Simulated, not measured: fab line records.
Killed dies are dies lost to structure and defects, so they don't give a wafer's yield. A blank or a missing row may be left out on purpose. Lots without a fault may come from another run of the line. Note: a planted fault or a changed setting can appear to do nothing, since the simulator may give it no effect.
fab line records :: flow n5-finfet :: part 2 of 2: steps 23 to 31 of 31
record:
  lots: 5
  wafers: 15
  last-day: 16
route steps=1938 shown BEOL_M9@1444 BEOL_M10@1470
lots with no fault: from the same line, run without faults
start-h: start of the lot's first displayed wafer, in hours after the record's first day :: wait-h: how many hours have passed since the lot's step before this one :: " repeats the value in the row above :: L1.1+2: a row that stands for several wafers :: - no value present, or no start provided :: * or withheld: withheld :: < > ~ a bound
route shown NAME@n: a module of which the file shows steps, and the number in the route of the first :: usual: average and standard deviation across the fault-free wafers :: same: alike in all rows :: chamber/n: place in a boat :: sites: readings site by site :: _std_site: the standard deviation of these :: _edge_site: outer sites' mean less inner sites' :: radius-mm: for every site, how far away it sits from the centre of the wafer :: mask NAME#n: copy n :: behind: the most recent tool/chamber to have shaped the wafer :: hold: the reason the lot was held/the length of the hold in hours/how it ended :: device: transistor that didn't switch, given as n, p or np :: end of line: tests run on the same wafers once the route is complete :: a step with no rows: only its recipe :: killed: at the first sort, the dies lost to defects and structure; wafer yield is something else :: map: dies across one wafer; x = killed, . = not, _ = none there
set.NAME: the setting that was run; set.NAME@STEP: the one run at that earlier step :: model.NAME: the simulator's own value behind a step, which no gauge read
lots at selected steps of the route; one table per step, one row per wafer
services: a tool's chamber out of use, with start hour (start-h, from the record's first day; less than 0 if before it), hours out, and reason
== steps ==
step: N5_BEOL_M9_PRE_CLEAN_55
recipe:
  gas: NH3
  time-s: 15
  temp-c: withheld
  rf-power-w: 300
lot.wafer: L081.1+3+4
tool: pecvd-04
chamber: 1,2,1
start-h: 264.49
wait-h: 0.0

lot.wafer: L087.2+5+6
tool: pecvd-04
chamber: 2,0,2
start-h: 293.11
wait-h: 0.0

lot.wafer: L090.1+4+6
tool: pecvd-03
chamber: 0,0,2
start-h: 328.20
wait-h: 0.0

lot.wafer: L092.3+4+6
tool: pecvd-01
chamber: 1,0,1
start-h: 328.76
wait-h: 0.0

lot.wafer: L091.1+3+5
tool: pecvd-03
chamber: 2,1,1
start-h: 330.87
wait-h: 0.0
step: N5_BEOL_M9_DEP_56
recipe:
  material: SiCN
  target-thk-a: 150
  temp-c: withheld
  precursor: 3MS/NH3
  pressure-torr: 3
  rf-w: 202
  time-s: 26.5
usual:
  showerhead-plenum-p-Torr: 3.656/0.011
  throttle-valve-pct: 8.8/0.47
lot.wafer: L081.1
tool: pecvd-04
chamber: 1
start-h: 264.51
wait-h: 0.0
showerhead-plenum-p-Torr: 3.650
throttle-valve-pct: 9.0

lot.wafer: L081.3
tool: pecvd-04
chamber: 2
start-h: 264.51
wait-h: 0.0
showerhead-plenum-p-Torr: 3.655
throttle-valve-pct: 8.0

lot.wafer: L081.4
tool: pecvd-04
chamber: 1
start-h: 264.51
wait-h: 0.0
showerhead-plenum-p-Torr: 3.661
throttle-valve-pct: 8.9

lot.wafer: L087.2
tool: pecvd-04
chamber: 2
start-h: 293.14
wait-h: 0.0
showerhead-plenum-p-Torr: 3.658
throttle-valve-pct: 8.2

lot.wafer: L087.5
tool: pecvd-04
chamber: 0
start-h: 293.14
wait-h: 0.0
showerhead-plenum-p-Torr: 3.654
throttle-valve-pct: 9.1

lot.wafer: L087.6
tool: pecvd-04
chamber: 2
start-h: 293.14
wait-h: 0.0
showerhead-plenum-p-Torr: 3.656
throttle-valve-pct: 8.1

lot.wafer: L090.1
tool: pecvd-03
chamber: 0
start-h: 328.22
wait-h: 0.0
showerhead-plenum-p-Torr: 3.631
throttle-valve-pct: 9.1

lot.wafer: L090.4
tool: pecvd-03
chamber: 0
start-h: 328.22
wait-h: 0.0
showerhead-plenum-p-Torr: 3.639
throttle-valve-pct: 8.9

lot.wafer: L090.6
tool: pecvd-03
chamber: 2
start-h: 328.22
wait-h: 0.0
showerhead-plenum-p-Torr: 3.657
throttle-valve-pct: 8.6

lot.wafer: L092.3
tool: pecvd-01
chamber: 1
start-h: 328.79
wait-h: 0.0
showerhead-plenum-p-Torr: 3.663
throttle-valve-pct: 9.4

lot.wafer: L092.4
tool: pecvd-01
chamber: 0
start-h: 328.79
wait-h: 0.0
showerhead-plenum-p-Torr: 3.667
throttle-valve-pct: 9.6

lot.wafer: L092.6
tool: pecvd-01
chamber: 1
start-h: 328.79
wait-h: 0.0
showerhead-plenum-p-Torr: 3.658
throttle-valve-pct: 9.2

lot.wafer: L091.1
tool: pecvd-03
chamber: 2
start-h: 330.89
wait-h: 0.0
showerhead-plenum-p-Torr: 3.655
throttle-valve-pct: 8.3

lot.wafer: L091.3
tool: pecvd-03
chamber: 1
start-h: 330.89
wait-h: 0.0
showerhead-plenum-p-Torr: 3.652
throttle-valve-pct: 8.5

lot.wafer: L091.5
tool: pecvd-03
chamber: 1
start-h: 330.89
wait-h: 0.0
showerhead-plenum-p-Torr: 3.658
throttle-valve-pct: 8.7
step: N5_BEOL_M9_RS_MEAS_57
recipe:
  thk-meas-gauge: four-point-probe
  reads: Cu_of_BEOL_M9_ECD_50+Co_of_BEOL_M9_CVD_78+TaN_of_BEOL_M9_ALD_74
usual:
  M9_RS: 0.1522/0.0025
lot.wafer: L081.1
tool: film-metro-02
chamber: -
start-h: 264.59
wait-h: 0.1
M9_RS[ohm/sq]: 0.1518

lot.wafer: L081.3
tool: film-metro-02
chamber: -
start-h: 264.59
wait-h: 0.1
M9_RS[ohm/sq]: 0.1546

lot.wafer: L081.4
tool: film-metro-02
chamber: -
start-h: 264.59
wait-h: 0.1
M9_RS[ohm/sq]: 0.1592

lot.wafer: L087.2
tool: film-metro-02
chamber: -
start-h: 293.21
wait-h: 0.1
M9_RS[ohm/sq]: 0.1514

lot.wafer: L087.5
tool: film-metro-02
chamber: -
start-h: 293.21
wait-h: 0.1
M9_RS[ohm/sq]: 0.1551

lot.wafer: L087.6
tool: film-metro-02
chamber: -
start-h: 293.21
wait-h: 0.1
M9_RS[ohm/sq]: 0.1525

lot.wafer: L090.1
tool: film-metro-02
chamber: -
start-h: 328.30
wait-h: 0.1
M9_RS[ohm/sq]: 0.1498

lot.wafer: L090.4
tool: film-metro-02
chamber: -
start-h: 328.30
wait-h: 0.1
M9_RS[ohm/sq]: 0.1498

lot.wafer: L090.6
tool: film-metro-02
chamber: -
start-h: 328.30
wait-h: 0.1
M9_RS[ohm/sq]: 0.1488

lot.wafer: L092.3
tool: film-metro-01
chamber: -
start-h: 328.86
wait-h: 0.1
M9_RS[ohm/sq]: 0.1503

lot.wafer: L092.4
tool: film-metro-01
chamber: -
start-h: 328.86
wait-h: 0.1
M9_RS[ohm/sq]: 0.1508

lot.wafer: L092.6
tool: film-metro-01
chamber: -
start-h: 328.86
wait-h: 0.1
M9_RS[ohm/sq]: 0.1539

lot.wafer: L091.1
tool: film-metro-02
chamber: -
start-h: 330.97
wait-h: 0.1
M9_RS[ohm/sq]: 0.1513

lot.wafer: L091.3
tool: film-metro-02
chamber: -
start-h: 330.97
wait-h: 0.1
M9_RS[ohm/sq]: 0.1547

lot.wafer: L091.5
tool: film-metro-02
chamber: -
start-h: 330.97
wait-h: 0.1
M9_RS[ohm/sq]: 0.1534
step: N5_BEOL_M9_INSPECT_58
recipe:
  inspect-instrument: darkfield
  mode: post-dep
usual:
  raw-defect-count: 74/23
lot.wafer: L081.1
tool: defect-inspect-02
chamber: -
start-h: 264.61
wait-h: 0.0
raw-defect-count: 58

lot.wafer: L081.3
tool: defect-inspect-02
chamber: -
start-h: 264.61
wait-h: 0.0
raw-defect-count: 63

lot.wafer: L081.4
tool: defect-inspect-02
chamber: -
start-h: 264.61
wait-h: 0.0
raw-defect-count: 70

lot.wafer: L087.2
tool: defect-inspect-01
chamber: -
start-h: 293.24
wait-h: 0.0
raw-defect-count: 37

lot.wafer: L087.5
tool: defect-inspect-01
chamber: -
start-h: 293.24
wait-h: 0.0
raw-defect-count: 74

lot.wafer: L087.6
tool: defect-inspect-01
chamber: -
start-h: 293.24
wait-h: 0.0
raw-defect-count: 66

lot.wafer: L090.1
tool: defect-inspect-02
chamber: -
start-h: 328.32
wait-h: 0.0
raw-defect-count: 81

lot.wafer: L090.4
tool: defect-inspect-02
chamber: -
start-h: 328.32
wait-h: 0.0
raw-defect-count: 89

lot.wafer: L090.6
tool: defect-inspect-02
chamber: -
start-h: 328.32
wait-h: 0.0
raw-defect-count: 93

lot.wafer: L092.3
tool: defect-inspect-02
chamber: -
start-h: 328.89
wait-h: 0.0
raw-defect-count: 105

lot.wafer: L092.4
tool: defect-inspect-02
chamber: -
start-h: 328.89
wait-h: 0.0
raw-defect-count: 96

lot.wafer: L092.6
tool: defect-inspect-02
chamber: -
start-h: 328.89
wait-h: 0.0
raw-defect-count: 28

lot.wafer: L091.1
tool: defect-inspect-01
chamber: -
start-h: 330.99
wait-h: 0.0
raw-defect-count: 71

lot.wafer: L091.3
tool: defect-inspect-01
chamber: -
start-h: 330.99
wait-h: 0.0
raw-defect-count: 72

lot.wafer: L091.5
tool: defect-inspect-01
chamber: -
start-h: 330.99
wait-h: 0.0
raw-defect-count: 46
step: N5_BEOL_M10_ILD_DEP_00
recipe:
  material: SiCOH_lowk
  target-thk-a: 3085.1
  temp-c: 300
  precursor: DEMS/porogen
  pressure-torr: 5
  rf-w: 500
  time-s: 58
usual:
  heater-power-w: 301/73
  showerhead-plenum-p-Torr: 5.735/0.013
  throttle-valve-pct: 13.7/0.79
lot.wafer: L081.1
tool: pecvd-04
chamber: 0
start-h: 264.65
wait-h: 0.0
heater-power-w: 256
showerhead-plenum-p-Torr: 5.734
throttle-valve-pct: 14.0

lot.wafer: L081.3
tool: pecvd-04
chamber: 1
start-h: 264.65
wait-h: 0.0
heater-power-w: 319
showerhead-plenum-p-Torr: 5.710
throttle-valve-pct: 13.8

lot.wafer: L081.4
tool: pecvd-04
chamber: 1
start-h: 264.65
wait-h: 0.0
heater-power-w: 335
showerhead-plenum-p-Torr: 5.707
throttle-valve-pct: 13.7

lot.wafer: L087.2
tool: pecvd-01
chamber: 2
start-h: 293.27
wait-h: 0.0
heater-power-w: 280
showerhead-plenum-p-Torr: 5.737
throttle-valve-pct: 12.7

lot.wafer: L087.5
tool: pecvd-01
chamber: 0
start-h: 293.27
wait-h: 0.0
heater-power-w: 195
showerhead-plenum-p-Torr: 5.745
throttle-valve-pct: 14.5

lot.wafer: L087.6
tool: pecvd-01
chamber: 2
start-h: 293.27
wait-h: 0.0
heater-power-w: 214
showerhead-plenum-p-Torr: 5.750
throttle-valve-pct: 12.8

lot.wafer: L090.1
tool: pecvd-02
chamber: 1
start-h: 328.36
wait-h: 0.0
heater-power-w: 248
showerhead-plenum-p-Torr: 5.763
throttle-valve-pct: 14.3

lot.wafer: L090.4
tool: pecvd-02
chamber: 1
start-h: 328.36
wait-h: 0.0
heater-power-w: 264
showerhead-plenum-p-Torr: 5.768
throttle-valve-pct: 14.5

lot.wafer: L090.6
tool: pecvd-02
chamber: 2
start-h: 328.36
wait-h: 0.0
heater-power-w: 463
showerhead-plenum-p-Torr: 5.733
throttle-valve-pct: 13.8

lot.wafer: L092.3
tool: pecvd-04
chamber: 2
start-h: 328.92
wait-h: 0.0
heater-power-w: 410
showerhead-plenum-p-Torr: 5.748
throttle-valve-pct: 12.6

lot.wafer: L092.4
tool: pecvd-04
chamber: 2
start-h: 328.92
wait-h: 0.0
heater-power-w: 426
showerhead-plenum-p-Torr: 5.721
throttle-valve-pct: 12.5

lot.wafer: L092.6
tool: pecvd-04
chamber: 1
start-h: 328.92
wait-h: 0.0
heater-power-w: 325
showerhead-plenum-p-Torr: 5.732
throttle-valve-pct: 13.7

lot.wafer: L091.1
tool: pecvd-04
chamber: 0
start-h: 331.03
wait-h: 0.0
heater-power-w: 252
showerhead-plenum-p-Torr: 5.736
throttle-valve-pct: 14.2

lot.wafer: L091.3
tool: pecvd-04
chamber: 1
start-h: 331.03
wait-h: 0.0
heater-power-w: 278
showerhead-plenum-p-Torr: 5.736
throttle-valve-pct: 13.5

lot.wafer: L091.5
tool: pecvd-04
chamber: 0
start-h: 331.03
wait-h: 0.0
heater-power-w: 257
showerhead-plenum-p-Torr: 5.739
throttle-valve-pct: 14.0
step: N5_BEOL_M10_CURE_71
recipe:
  temp-c: 385
  time-s: 240
  ambient: He/Ar
  material: SiCOH_lowk
usual:
  lamp-power-pct: 52.32/0.056
  wafer_temp_C_max: 386.4/0.37
lot.wafer: L081.1
tool: uv-cure-03
chamber: 0
start-h: 264.73
wait-h: 0.0
lamp-power-pct: 52.38
wafer_temp_C_max: 386.8

lot.wafer: L081.3
tool: uv-cure-03
chamber: 0
start-h: 264.73
wait-h: 0.0
lamp-power-pct: 52.35
wafer_temp_C_max: 386.2

lot.wafer: L081.4
tool: uv-cure-03
chamber: 0
start-h: 264.73
wait-h: 0.0
lamp-power-pct: 52.24
wafer_temp_C_max: 386.8

lot.wafer: L087.2
tool: uv-cure-01
chamber: 1
start-h: 293.43
wait-h: 0.1
lamp-power-pct: 52.38
wafer_temp_C_max: 385.8

lot.wafer: L087.5
tool: uv-cure-01
chamber: 1
start-h: 293.43
wait-h: 0.1
lamp-power-pct: 52.42
wafer_temp_C_max: 386.0

lot.wafer: L087.6
tool: uv-cure-01
chamber: 1
start-h: 293.43
wait-h: 0.1
lamp-power-pct: 52.28
wafer_temp_C_max: 385.8

lot.wafer: L090.1
tool: uv-cure-01
chamber: 2
start-h: 328.44
wait-h: 0.0
lamp-power-pct: 52.32
wafer_temp_C_max: 385.9

lot.wafer: L090.4
tool: uv-cure-01
chamber: 2
start-h: 328.44
wait-h: 0.0
lamp-power-pct: 52.32
wafer_temp_C_max: 386.7

lot.wafer: L090.6
tool: uv-cure-01
chamber: 2
start-h: 328.44
wait-h: 0.0
lamp-power-pct: 52.42
wafer_temp_C_max: 387.1

lot.wafer: L092.3
tool: uv-cure-03
chamber: 0
start-h: 329.16
wait-h: 0.2
lamp-power-pct: 52.42
wafer_temp_C_max: 386.1

lot.wafer: L092.4
tool: uv-cure-03
chamber: 0
start-h: 329.16
wait-h: 0.2
lamp-power-pct: 52.27
wafer_temp_C_max: 386.5

lot.wafer: L092.6
tool: uv-cure-03
chamber: 0
start-h: 329.16
wait-h: 0.2
lamp-power-pct: 52.29
wafer_temp_C_max: 385.9

lot.wafer: L091.1
tool: uv-cure-03
chamber: 2
start-h: 331.11
wait-h: 0.0
lamp-power-pct: 52.28
wafer_temp_C_max: 386.7

lot.wafer: L091.3
tool: uv-cure-03
chamber: 2
start-h: 331.11
wait-h: 0.0
lamp-power-pct: 52.31
wafer_temp_C_max: 386.7

lot.wafer: L091.5
tool: uv-cure-03
chamber: 2
start-h: 331.11
wait-h: 0.0
lamp-power-pct: 52.34
wafer_temp_C_max: 386.5
step: N5_BEOL_M10_THK_MEAS_01
recipe:
  reads: SiCOH_lowk_of_BEOL_M10_ILD_DEP_00
usual:
  M10_ILD_THK: 268/3.4
lot.wafer: L081.1
tool: film-metro-01
chamber: -
start-h: 265.24
wait-h: 0.4
M10_ILD_THK[nm]: 268

lot.wafer: L081.3
tool: film-metro-01
chamber: -
start-h: 265.24
wait-h: 0.4
M10_ILD_THK[nm]: 266

lot.wafer: L081.4
tool: film-metro-01
chamber: -
start-h: 265.24
wait-h: 0.4
M10_ILD_THK[nm]: 268

lot.wafer: L087.2
tool: film-metro-02
chamber: -
start-h: 293.86
wait-h: 0.4
M10_ILD_THK[nm]: 265

lot.wafer: L087.5
tool: film-metro-02
chamber: -
start-h: 293.86
wait-h: 0.4
M10_ILD_THK[nm]: 262

lot.wafer: L087.6
tool: film-metro-02
chamber: -
start-h: 293.86
wait-h: 0.4
M10_ILD_THK[nm]: 267

lot.wafer: L090.1
tool: film-metro-01
chamber: -
start-h: 328.95
wait-h: 0.4
M10_ILD_THK[nm]: 264

lot.wafer: L090.4
tool: film-metro-01
chamber: -
start-h: 328.95
wait-h: 0.4
M10_ILD_THK[nm]: 272

lot.wafer: L090.6
tool: film-metro-01
chamber: -
start-h: 328.95
wait-h: 0.4
M10_ILD_THK[nm]: 272

lot.wafer: L092.3
tool: film-metro-01
chamber: -
start-h: 329.51
wait-h: 0.3
M10_ILD_THK[nm]: 268

lot.wafer: L092.4
tool: film-metro-01
chamber: -
start-h: 329.51
wait-h: 0.3
M10_ILD_THK[nm]: 272

lot.wafer: L092.6
tool: film-metro-01
chamber: -
start-h: 329.51
wait-h: 0.3
M10_ILD_THK[nm]: 271

lot.wafer: L091.1
tool: film-metro-02
chamber: -
start-h: 331.62
wait-h: 0.4
M10_ILD_THK[nm]: 269

lot.wafer: L091.3
tool: film-metro-02
chamber: -
start-h: 331.62
wait-h: 0.4
M10_ILD_THK[nm]: 266

lot.wafer: L091.5
tool: film-metro-02
chamber: -
start-h: 331.62
wait-h: 0.4
M10_ILD_THK[nm]: 272
step: N5_BEOL_M10_PECVD_70
recipe:
  material: SiO2
  target-thk-a: 200
  temp-c: 400
  precursor: TEOS/O2
  pressure-torr: 5.5
  rf-w: 450
  teos-flow-sccm: 53.8
  gas: O2
  flow-sccm: 3000
  time-s: 22.7
usual:
  heater-power-w: 688/120
  showerhead-plenum-p-Torr: 8.76/0.054
  throttle-valve-pct: 22.4/1.2
lot.wafer: L081.1
tool: pecvd-02
chamber: 1
start-h: 265.28
wait-h: 0.0
heater-power-w: 644
showerhead-plenum-p-Torr: 8.86
throttle-valve-pct: 23.4

lot.wafer: L081.3
tool: pecvd-02
chamber: 1
start-h: 265.28
wait-h: 0.0
heater-power-w: 516
showerhead-plenum-p-Torr: 8.88
throttle-valve-pct: 23.4

lot.wafer: L081.4
tool: pecvd-02
chamber: 0
start-h: 265.28
wait-h: 0.0
heater-power-w: 855
showerhead-plenum-p-Torr: 8.69
throttle-valve-pct: 23.5

lot.wafer: L087.2
tool: pecvd-01
chamber: 0
start-h: 293.90
wait-h: 0.0
heater-power-w: 470
showerhead-plenum-p-Torr: 8.78
throttle-valve-pct: 23.8

lot.wafer: L087.5
tool: pecvd-01
chamber: 0
start-h: 293.90
wait-h: 0.0
heater-power-w: 491
showerhead-plenum-p-Torr: 8.78
throttle-valve-pct: 23.5

lot.wafer: L087.6
tool: pecvd-01
chamber: 2
start-h: 293.90
wait-h: 0.0
heater-power-w: 600
showerhead-plenum-p-Torr: 8.83
throttle-valve-pct: 20.5

lot.wafer: L090.1
tool: pecvd-01
chamber: 2
start-h: 328.99
wait-h: 0.0
heater-power-w: 574
showerhead-plenum-p-Torr: 8.81
throttle-valve-pct: 20.7

lot.wafer: L090.4
tool: pecvd-01
chamber: 0
start-h: 328.99
wait-h: 0.0
heater-power-w: 532
showerhead-plenum-p-Torr: 8.79
throttle-valve-pct: 23.6

lot.wafer: L090.6
tool: pecvd-01
chamber: 2
start-h: 328.99
wait-h: 0.0
heater-power-w: 580
showerhead-plenum-p-Torr: 8.82
throttle-valve-pct: 20.5

lot.wafer: L092.3
tool: pecvd-01
chamber: 0
start-h: 329.55
wait-h: 0.0
heater-power-w: 537
showerhead-plenum-p-Torr: 8.80
throttle-valve-pct: 23.8

lot.wafer: L092.4
tool: pecvd-01
chamber: 1
start-h: 329.55
wait-h: 0.0
heater-power-w: 695
showerhead-plenum-p-Torr: 8.75
throttle-valve-pct: 22.9

lot.wafer: L092.6
tool: pecvd-01
chamber: 0
start-h: 329.55
wait-h: 0.0
heater-power-w: 538
showerhead-plenum-p-Torr: 8.78
throttle-valve-pct: 23.7

lot.wafer: L091.1
tool: pecvd-02
chamber: 0
start-h: 331.66
wait-h: 0.0
heater-power-w: 673
showerhead-plenum-p-Torr: 8.68
throttle-valve-pct: 23.3

lot.wafer: L091.3
tool: pecvd-02
chamber: 1
start-h: 331.66
wait-h: 0.0
heater-power-w: 526
showerhead-plenum-p-Torr: 8.87
throttle-valve-pct: 23.2

lot.wafer: L091.5
tool: pecvd-02
chamber: 1
start-h: 331.66
wait-h: 0.0
heater-power-w: 522
showerhead-plenum-p-Torr: 8.88
throttle-valve-pct: 23.5
step: N5_BEOL_M10_HM_DEP_02
recipe:
  material: TiN
  target-thk-a: 200
  temp-c: 25
  chamber-pressure-pa: 0.49996
usual:
  substrate-temp-c: 25.01/0.1
  throttle-valve-pct: 29.5/1.1
lot.wafer: L081.1
tool: pvd-sputter-02
chamber: -
start-h: 266.02
wait-h: 0.7
substrate-temp-c: 25.06
throttle-valve-pct: 30.3

lot.wafer: L081.3
tool: pvd-sputter-02
chamber: -
start-h: 266.02
wait-h: 0.7
substrate-temp-c: 24.88
throttle-valve-pct: 28.3

lot.wafer: L081.4
tool: pvd-sputter-02
chamber: -
start-h: 266.02
wait-h: 0.7
substrate-temp-c: 25.02
throttle-valve-pct: 29.7

lot.wafer: L087.2
tool: pvd-sputter-03
chamber: -
start-h: 294.26
wait-h: 0.3
substrate-temp-c: 25.03
throttle-valve-pct: 30.0

lot.wafer: L087.5
tool: pvd-sputter-03
chamber: -
start-h: 294.26
wait-h: 0.3
substrate-temp-c: 25.03
throttle-valve-pct: 29.2

lot.wafer: L087.6
tool: pvd-sputter-03
chamber: -
start-h: 294.26
wait-h: 0.3
substrate-temp-c: 24.89
throttle-valve-pct: 29.5

lot.wafer: L090.1
tool: pvd-sputter-03
chamber: -
start-h: 330.33
wait-h: 1.3
substrate-temp-c: 24.97
throttle-valve-pct: 30.9

lot.wafer: L090.4
tool: pvd-sputter-03
chamber: -
start-h: 330.33
wait-h: 1.3
substrate-temp-c: 24.90
throttle-valve-pct: 30.8

lot.wafer: L090.6
tool: pvd-sputter-03
chamber: -
start-h: 330.33
wait-h: 1.3
substrate-temp-c: 25.15
throttle-valve-pct: 29.7

lot.wafer: L092.3
tool: pvd-sputter-02
chamber: -
start-h: 330.45
wait-h: 0.9
substrate-temp-c: 24.93
throttle-valve-pct: 28.5

lot.wafer: L092.4
tool: pvd-sputter-02
chamber: -
start-h: 330.45
wait-h: 0.9
substrate-temp-c: 25.08
throttle-valve-pct: 29.7

lot.wafer: L092.6
tool: pvd-sputter-02
chamber: -
start-h: 330.45
wait-h: 0.9
substrate-temp-c: 25.09
throttle-valve-pct: 30.4

lot.wafer: L091.1
tool: pvd-sputter-02
chamber: -
start-h: 333.23
wait-h: 1.6
substrate-temp-c: 25.11
throttle-valve-pct: 27.6

lot.wafer: L091.3
tool: pvd-sputter-02
chamber: -
start-h: 333.23
wait-h: 1.6
substrate-temp-c: 25.01
throttle-valve-pct: 28.0

lot.wafer: L091.5
tool: pvd-sputter-02
chamber: -
start-h: 333.23
wait-h: 1.6
substrate-temp-c: 25.13
throttle-valve-pct: 29.5
== services ==
tool: cvd-co-02
chamber: -
start-h: 243.11
hours: 3.2
kind: repair

tool: wet-bench-04
chamber: -
start-h: 243.38
hours: 1.2
kind: repair

tool: pecvd-02
chamber: 2
start-h: 248.58
hours: 19.8
kind: repair

tool: pecvd-03
chamber: -
start-h: 253.57
hours: 0.4
kind: repair

tool: cvd-co-01
chamber: -
start-h: 260.22
hours: 0.5
kind: repair

tool: rie-diel-02
chamber: 3
start-h: 265.75
hours: 4.8
kind: repair

tool: cmp-01
chamber: -
start-h: 267.95
hours: 0.5
kind: repair

tool: pecvd-03
chamber: -
start-h: 270.44
hours: 0.6
kind: repair

tool: cvd-co-01
chamber: -
start-h: 272.56
hours: 0.3
kind: repair

tool: uv-cure-02
chamber: -
start-h: 279.89
hours: 2.1
kind: pm

tool: uv-cure-03
chamber: -
start-h: 282.59
hours: 7.5
kind: pm

tool: cmp-03
chamber: -
start-h: 283.29
hours: 4.0
kind: pm

tool: uv-cure-01
chamber: -
start-h: 284.79
hours: 7.5
kind: pm

tool: wet-bench-04
chamber: -
start-h: 285.08
hours: 2.5
kind: repair

tool: cmp-01
chamber: -
start-h: 290.35
hours: 14.0
kind: repair

tool: rie-diel-06
chamber: 0
start-h: 294.17
hours: 6.8
kind: repair

tool: uv-cure-01
chamber: -
start-h: 295.19
hours: 9.9
kind: repair

tool: pecvd-04
chamber: 0
start-h: 295.90
hours: 4.6
kind: repair

tool: cvd-co-02
chamber: -
start-h: 296.84
hours: 6.0
kind: pm

tool: wet-bench-01
chamber: -
start-h: 299.89
hours: 2.2
kind: repair

tool: pvd-sputter-02
chamber: -
start-h: 306.31
hours: 3.3
kind: repair

tool: rie-diel-02
chamber: 2
start-h: 312.93
hours: 29.5
kind: repair

tool: cvd-co-02
chamber: -
start-h: 313.62
hours: 0.6
kind: repair

tool: uv-cure-03
chamber: -
start-h: 318.44
hours: 1.2
kind: repair
